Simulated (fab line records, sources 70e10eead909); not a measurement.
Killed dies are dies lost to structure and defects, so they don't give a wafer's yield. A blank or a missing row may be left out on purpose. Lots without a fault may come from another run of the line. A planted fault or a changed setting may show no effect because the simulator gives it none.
Chamber matching | flow nand_harc | NHARC_P_M1_STRIP_18 on rie_diel-12: 4 sister chambers
The step strips in N2/H2. 4 wafers are shown with their chamber, then 12 later ones without.

WAFERS WITH THEIR CHAMBER
wafer  | chamber | drypump_motor_current_A (A)
L088.5 | 2       | 5.2
L088.6 | 3       | 5.2
L090.5 | 0       | 6.1
L090.6 | 1       | 6.0

WAFERS WITHOUT THEIR CHAMBER
wafer  | drypump_motor_current_A (A)
L091.1 | 6.0
L091.4 | 6.1
L091.5 | 6.0
L092.1 | 5.1
L092.3 | 6.1
L092.5 | 6.1
L094.2 | 5.2
L094.4 | 5.2
L094.5 | 5.2
L095.1 | 5.2
L095.4 | 5.2
L095.5 | 5.2

WHICH CHAMBER EACH WENT THROUGH
wafer  | from the rows above     | in truth
L091.1 | 1                       | 1
L091.4 | 0                       | 0
L091.5 | 1                       | 1
L092.1 | can't be placed: 2 or 3 | 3
L092.3 | 0                       | 0
L092.5 | 0                       | 0
L094.2 | can't be placed: 2 or 3 | 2
L094.4 | can't be placed: 2 or 3 | 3
L094.5 | can't be placed: 2 or 3 | 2
L095.1 | can't be placed: 2 or 3 | 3
L095.4 | can't be placed: 2 or 3 | 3
L095.5 | can't be placed: 2 or 3 | 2
Placed correctly: 5 of 12. Can't be placed from these rows: 7 (the true chamber is among the candidates in 7). Placed wrongly: 0.
How it was worked out, from the rows above alone: a wafer's distance from a chamber is the root of the sum, over the readings, of the square of ((its reading less the chamber's mean) divided by the reading's scatter). The wafer belongs to the nearest chamber; if the next one is less than 2 further off, it can't be placed. A chamber's mean is the mean of its shown wafers. The scatter: with one shown wafer a chamber, the root of the mean of the squares of how far each hidden wafer lies from its nearest shown one.
